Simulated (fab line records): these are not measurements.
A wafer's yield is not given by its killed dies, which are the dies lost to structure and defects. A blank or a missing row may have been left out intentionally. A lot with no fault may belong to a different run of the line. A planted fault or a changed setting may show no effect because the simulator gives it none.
Matching of chambers -- flow nand harc -- NHARC_A_STAIRCASE_DESCUM_252 on rie diel-13 has 4 sister chambers
The step chemistry O2, time 3 s. 4 wafers are shown with their chamber, then 12 later ones without.

## WAFERS, EACH WITH ITS CHAMBER
wafer,chamber,showerhead plenum p Torr (Torr)
L086.6,3,2.05
L088.1,0,1.81
L088.3,2,1.87
L088.5,1,1.86

## WAFERS WHOSE CHAMBER IS MISSING
wafer,showerhead plenum p Torr (Torr)
L093.2,2.05
L093.4,1.87
L093.5,2.05
L095.1,1.80
L095.3,1.86
L095.5,1.80
L097.1,1.80
L097.5,2.04
L097.6,1.86
L096.3,1.86
L096.5,1.86
L096.6,2.04

## EACH ONE'S CHAMBER
wafer,from the rows above,in truth
L093.2,3,3
L093.4,can't be placed: 2 or 1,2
L093.5,3,3
L095.1,0,0
L095.3,can't be placed: 1 or 2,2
L095.5,0,0
L097.1,0,0
L097.5,3,3
L097.6,can't be placed: 1 or 2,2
L096.3,can't be placed: 1 or 2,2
L096.5,can't be placed: 1 or 2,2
L096.6,3,3
Correct placement for 7 of the 12. From these rows, 5 cannot be placed; in 5 the true chamber is one of the candidates. 0 placed wrongly.
How it was worked out, from the rows above alone: a wafer's distance from a chamber is the root of the sum, over the readings, of the square of ((its reading less the chamber's mean) divided by the reading's scatter). If the next closest chamber is less than 2 further off than the closest, the wafer can't be placed; otherwise it belongs to the closest. A chamber's mean is the mean of its shown wafers. The scatter: root of mean squared gap, hidden wafer to nearest shown wafer, with one shown wafer a chamber.
